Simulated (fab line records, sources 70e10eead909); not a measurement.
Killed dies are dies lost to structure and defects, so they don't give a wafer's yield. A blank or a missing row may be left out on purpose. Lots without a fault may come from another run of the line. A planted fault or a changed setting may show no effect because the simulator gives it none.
Which tool did it? | flow nand_harc | 11 lots, 33 wafers sampled, at 6 steps of a route of 1302

WHAT THE GAUGES READ, wafer by wafer
NHARC_A_CHANNEL_HOLE_D2_CD_MEAS_10: target cd 100 nm.
lot  | measured     | on        | cd_nm (nm)
L221 | day 13 11:13 | cd_sem-03 | 100.2 99.9 99.5
L220 | day 13 13:05 | cd_sem-03 | 100.0 99.6 99.0
L222 | day 14 08:05 | cd_sem-03 | 99.3 99.3 100.3
L223 | day 14 18:08 | cd_sem-03 | 100.2 99.9 99.5
L224 | day 15 10:14 | cd_sem-01 | 100.3 99.6 100.5
L228 | day 17 03:32 | cd_sem-01 | 99.9 99.0 99.9
L231 | day 17 18:55 | cd_sem-01 | 99.6 100.0 100.4
L229 | day 17 19:15 | cd_sem-03 | 99.5 100.6 100.2
L232 | day 18 07:01 | cd_sem-01 | 98.9 100.0 100.2
L234 | day 19 13:29 | cd_sem-02 | 99.2 100.3 100.1
L237 | day 21 01:49 | cd_sem-01 | 99.8 99.8 100.3

NHARC_A_CHANNEL_HOLE_D2_INSPECT_40.
lot  | measured     | on                | raw_defect_count
L221 | day 13 18:17 | defect_inspect-01 | 167 174 158
L220 | day 13 22:50 | defect_inspect-02 | 376 376 355
L222 | day 14 15:08 | defect_inspect-02 | 270 194 202
L223 | day 15 01:12 | defect_inspect-02 | 321 222 303
L224 | day 15 20:41 | defect_inspect-02 | 186 247 274
L228 | day 17 15:26 | defect_inspect-01 | 570 481 462
L231 | day 18 01:57 | defect_inspect-01 | 250 152 398
L229 | day 18 06:07 | defect_inspect-02 | 180 225 201
L232 | day 18 14:19 | defect_inspect-02 | 327 224 318
L234 | day 19 22:41 | defect_inspect-01 | 1210 1265 1243
L237 | day 21 10:02 | defect_inspect-01 | 1204 1296 1424

NHARC_END_SORT_01.
lot  | measured     | on        | killed_at_array | killed_at_other | killed_at_periphery | killed_dies | killed_open | killed_short
L234 | day 30 15:40 | prober-02 | 116 88 88       | 0 0 0           | 2 1 3               | 118 89 91   | 2 3 7       | 1 3 3
L237 | day 32 20:56 | prober-01 | 134 124 112     | 0 1 0           | 0 0 5               | 134 125 117 | 2 5 4       | 1 2 4

WHICH TOOL RAN EACH LOT (tool, then ch and the chambers of the sampled wafers, then the start)
lot  | NHARC_A_CHANNEL_HOLE_D2_ETCH_22  | NHARC_A_CHANNEL_HOLE_D2_ETCH_23  | NHARC_A_CHANNEL_FILL_D2_ALD_14
L221 | har_etch-01 ch 0,1, day 13 13:27 | har_etch-01 ch 0,1, day 13 14:01 | ald_hk-03 ch 0,1,3, day 14 01:45
L220 | har_etch-02 ch 0,1, day 13 17:59 | har_etch-02 ch 0,1, day 13 18:33 | ald_hk-04 ch 1,2,3, day 14 06:54
L222 | har_etch-02 ch 0,1, day 14 10:19 | har_etch-02 ch 0,1, day 14 10:53 | ald_hk-04 ch 1,2,3, day 14 22:21
L223 | har_etch-02 ch 0,1, day 14 20:39 | har_etch-02 ch 0,1, day 14 21:17 | ald_hk-04 ch 2,3, day 15 08:24
L224 | har_etch-02 ch 0,1, day 15 16:07 | har_etch-02 ch 0,1, day 15 16:45 | ald_hk-03 ch 1,2, day 16 04:23
L228 | har_etch-01 ch 0,1, day 17 10:35 | har_etch-01 ch 0,1, day 17 11:10 | ald_hk-04 ch 0,3, day 17 23:52
L231 | har_etch-02 ch 0,1, day 17 21:14 | har_etch-02 ch 0,1, day 17 21:49 | ald_hk-01 ch 0,3, day 18 09:10
L229 | har_etch-02 ch 0,1, day 18 01:17 | har_etch-02 ch 0,1, day 18 01:51 | ald_hk-03 ch 1,2,3, day 18 13:23
L232 | har_etch-01 ch 0,1, day 18 09:38 | har_etch-01 ch 0,1, day 18 10:15 | ald_hk-04 ch 0,1,3, day 18 21:40
L234 | har_etch-01 ch 0,1, day 19 17:52 | har_etch-01 ch 0,1, day 19 18:25 | ald_hk-04 ch 0,2,3, day 20 08:46
L237 | har_etch-01 ch 0,1, day 21 05:11 | har_etch-01 ch 0,1, day 21 05:45 | ald_hk-01 ch 0,1,3, day 21 17:59
- NHARC_A_CHANNEL_HOLE_D2_ETCH_22: etches the open film in C4F8/O2/Ar, time 666.7 s, target depth 1600 nm.
- NHARC_A_CHANNEL_HOLE_D2_ETCH_23: etches the open film in C4F8/O2/Ar, time 819 s, target depth 1600 nm.
- NHARC_A_CHANNEL_FILL_D2_ALD_14: deposits SiO2, target thk 2.5 nm, pulse time 10 s, ald cycles 25.

WHAT THE TOOLS THEMSELVES READ (means of the sampled wafers that have a number; where no wafer has one, the mark that the record gives instead)
NHARC_A_CHANNEL_HOLE_D2_ETCH_22.
lot  | tool        | drypump_motor_current_A (A) | o2_flow_sccm (sccm) | showerhead_plenum_p_Torr (Torr) | throttle_valve_pct (%)
L221 | har_etch-01 | 5.57                        | 35.72               | 3.66                            | 32.155
L220 | har_etch-02 | 5.57                        | 35.67               | 3.65                            | 32.156
L222 | har_etch-02 | 5.53                        | 35.78               | 3.63                            | 32.148
L223 | har_etch-02 | 5.58                        | 35.63               | 3.64                            | 32.151
L224 | har_etch-02 | 5.58                        | 35.66               | 3.64                            | 32.171
L228 | har_etch-01 | 5.55                        | 35.70               | 3.63                            | 32.150
L231 | har_etch-02 | 5.51                        | 35.79               | 3.83                            | 32.156
L229 | har_etch-02 | 5.58                        | 35.65               | 3.74                            | 32.155
L232 | har_etch-01 | 5.66                        | 35.70               | 3.59                            | 32.161
L234 | har_etch-01 | 5.65                        | 35.74               | 3.57                            | 32.147
L237 | har_etch-01 | 5.65                        | 35.60               | 3.56                            | 32.144

NHARC_A_CHANNEL_HOLE_D2_ETCH_23.
lot  | tool        | drypump_motor_current_A (A) | o2_flow_sccm (sccm) | showerhead_plenum_p_Torr (Torr) | throttle_valve_pct (%)
L221 | har_etch-01 | 5.56                        | 35.70               | 3.66                            | 32.157
L220 | har_etch-02 | 5.59                        | 35.71               | 3.65                            | 32.148
L222 | har_etch-02 | 5.55                        | 35.78               | 3.63                            | 32.150
L223 | har_etch-02 | 5.57                        | 35.73               | 3.64                            | 32.151
L224 | har_etch-02 | 5.56                        | 35.67               | 3.64                            | 32.154
L228 | har_etch-01 | 5.56                        | 35.67               | 3.63                            | 32.157
L231 | har_etch-02 | 5.54                        | 35.77               | 3.83                            | 32.159
L229 | har_etch-02 | 5.57                        | 35.58               | 3.74                            | 32.159
L232 | har_etch-01 | 5.67                        | 35.70               | 3.58                            | 32.163
L234 | har_etch-01 | 5.66                        | 35.62               | 3.57                            | 32.150
L237 | har_etch-01 | 5.64                        | 35.78               | 3.56                            | 32.153

NHARC_A_CHANNEL_FILL_D2_ALD_14.
lot  | tool      | heater_power_w (W) | precursor_pulse_height_rel
L221 | ald_hk-03 | 464                | 0.989
L220 | ald_hk-04 | 419                | 1.012
L222 | ald_hk-04 | 418                | 1.005
L223 | ald_hk-04 | 419                | 0.991
L224 | ald_hk-03 | 442                | 1.020
L228 | ald_hk-04 | 496                | 0.997
L231 | ald_hk-01 | 484                | 0.992
L229 | ald_hk-03 | 455                | 1.016
L232 | ald_hk-04 | 456                | 0.999
L234 | ald_hk-04 | 465                | 1.005
L237 | ald_hk-01 | 507                | 0.993

THE ANSWER, worked out from the rows above alone
Rule: what is usual is taken from the lots themselves. Put in order of their means at a reading, lots are off if they are a third of the lots or fewer, leave a main group of 4 or more, and stand apart from it by a gap of 3 or more times the standard deviation of the main group's means; of several such gaps the widest counts. A main group whose means are all the same, to the digits that the tables above print for the reading, isn't used. A lot without any number at a reading at which 4 lots or more have one is off too. The other lots that the step has rows for count as sound. The gauges are gone through in route order, then the tools' own readings, and for those a lot's mean is taken as printed above. The first step at which some lot is off is used, and at that step the reading that is off furthest; a lot without a number counts as furthest.
Off: L234, L237, at NHARC_A_CHANNEL_HOLE_D2_INSPECT_40 (raw_defect_count). The main group: mean 282, standard deviation 96.
A tool fits if, at a process step before that reading, it ran every lot that is off, and no sound lot after the first of them. The gauges at NHARC_A_CHANNEL_HOLE_D2_INSPECT_40 aren't tried: what is off there is off at NHARC_A_CHANNEL_HOLE_D2_ETCH_23 too, on other tools, and a gauge's error can't cause that. One fits: har_etch-01 at NHARC_A_CHANNEL_HOLE_D2_ETCH_22 and NHARC_A_CHANNEL_HOLE_D2_ETCH_23. At NHARC_A_CHANNEL_HOLE_D2_ETCH_22 its last sound lot is L232 (day 18 09:38), its first lot that is off L234 (day 19 17:52): a fault that began between those two fits.

WHAT THE SIMULATOR HAD PUT IN
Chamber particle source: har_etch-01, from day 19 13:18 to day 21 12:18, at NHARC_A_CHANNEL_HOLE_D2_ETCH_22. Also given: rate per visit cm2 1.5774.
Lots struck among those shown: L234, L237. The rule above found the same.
